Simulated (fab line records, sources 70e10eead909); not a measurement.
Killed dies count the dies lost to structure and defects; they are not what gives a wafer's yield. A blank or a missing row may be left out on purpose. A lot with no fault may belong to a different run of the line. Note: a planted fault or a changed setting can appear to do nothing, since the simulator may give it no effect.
Matching of chambers | flow nand harc | NHARC_A_M0_PRE_CLEAN_31 on pecvd-04 has 3 sister chambers
The step time 12 s. 3 wafers are shown with their chamber, then 7 later ones without.

## WAFERS PAIRED WITH THEIR CHAMBERS
wafer  | chamber | heater power w (W)
L861.5 | 0       | 647
L864.4 | 2       | 669
L875.4 | 1       | 619

## WAFERS MISSING THEIR CHAMBER
wafer  | heater power w (W)
L875.5 | 648
L877.1 | 645
L877.3 | 598
L877.5 | 593
L878.3 | 687
L878.4 | 711
L878.5 | 639

## WHICH CHAMBER EACH ONE RAN IN
wafer  | from the rows above          | in truth
L875.5 | can't be placed: 0 or 2 or 1 | 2
L877.1 | can't be placed: 0 or 2 or 1 | 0
L877.3 | can't be placed: 1 or 0      | 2
L877.5 | can't be placed: 1 or 0      | 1
L878.3 | can't be placed: 2 or 0      | 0
L878.4 | can't be placed: 2 or 0      | 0
L878.5 | can't be placed: 0 or 1 or 2 | 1
Correctly placed: 0 of 7. Not placeable from these rows: 7 (in 6, the candidates include the true chamber). Wrongly placed: 0.
How it was worked out, from the rows above alone: a wafer's distance from a chamber is the root of the sum, over the readings, of the square of ((its reading less the chamber's mean) divided by the reading's scatter). If the next closest chamber is less than 2 further off than the closest, the wafer can't be placed; otherwise it belongs to the closest. A chamber's mean is the mean of its shown wafers. The scatter (one wafer shown for each chamber): square how far every hidden wafer sits from the nearest shown wafer, average those squares and take the square root.
